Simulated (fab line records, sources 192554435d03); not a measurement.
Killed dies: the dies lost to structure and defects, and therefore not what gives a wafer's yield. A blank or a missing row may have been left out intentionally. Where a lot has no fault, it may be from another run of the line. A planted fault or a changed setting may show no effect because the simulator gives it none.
Chamber matching ; flow n5-finfet ; N5_MOL_CONTACT_COAG_ETCH_89 on rie-diel-06 has 4 sister chambers
The step etches underlayer in N2/H2, target depth 13 nm, time 10.4 s. 4 wafers are shown with their chamber, then 7 later ones without.

WAFERS WITH THEIR CHAMBER
wafer;chamber;showerhead-plenum-p-Torr (Torr)
L081.5;0;2.61
L084.3;2;2.53
L087.2;3;2.35
L087.4;1;2.50

WAFERS MISSING THEIR CHAMBER
wafer;showerhead-plenum-p-Torr (Torr)
L087.6;2.50
L093.2;2.34
L093.3;2.52
L093.4;2.50
L097.1;2.60
L097.4;2.33
L097.6;2.51

WHICH CHAMBER EACH WENT THROUGH
wafer;from the rows above;in truth
L087.6;1;1
L093.2;3;3
L093.3;can't be placed: 2 or 1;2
L093.4;1;1
L097.1;0;0
L097.4;3;3
L097.6;can't be placed: 1 or 2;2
5 of 7 placed correctly. Can't be placed from these rows: 2 (the true chamber is among the candidates in 2). Number placed wrongly: 0.
How it was worked out, from the rows above alone: a wafer's distance from a chamber is the root of the sum, over the readings, of the square of ((its reading less the chamber's mean) divided by the reading's scatter). If the next closest chamber is less than 2 further off than the closest, the wafer can't be placed; otherwise it belongs to the closest. The mean given for a chamber averages the wafers shown for that chamber. The scatter: with one shown wafer a chamber, the root of the mean of the squares of how far each hidden wafer lies from its nearest shown one.
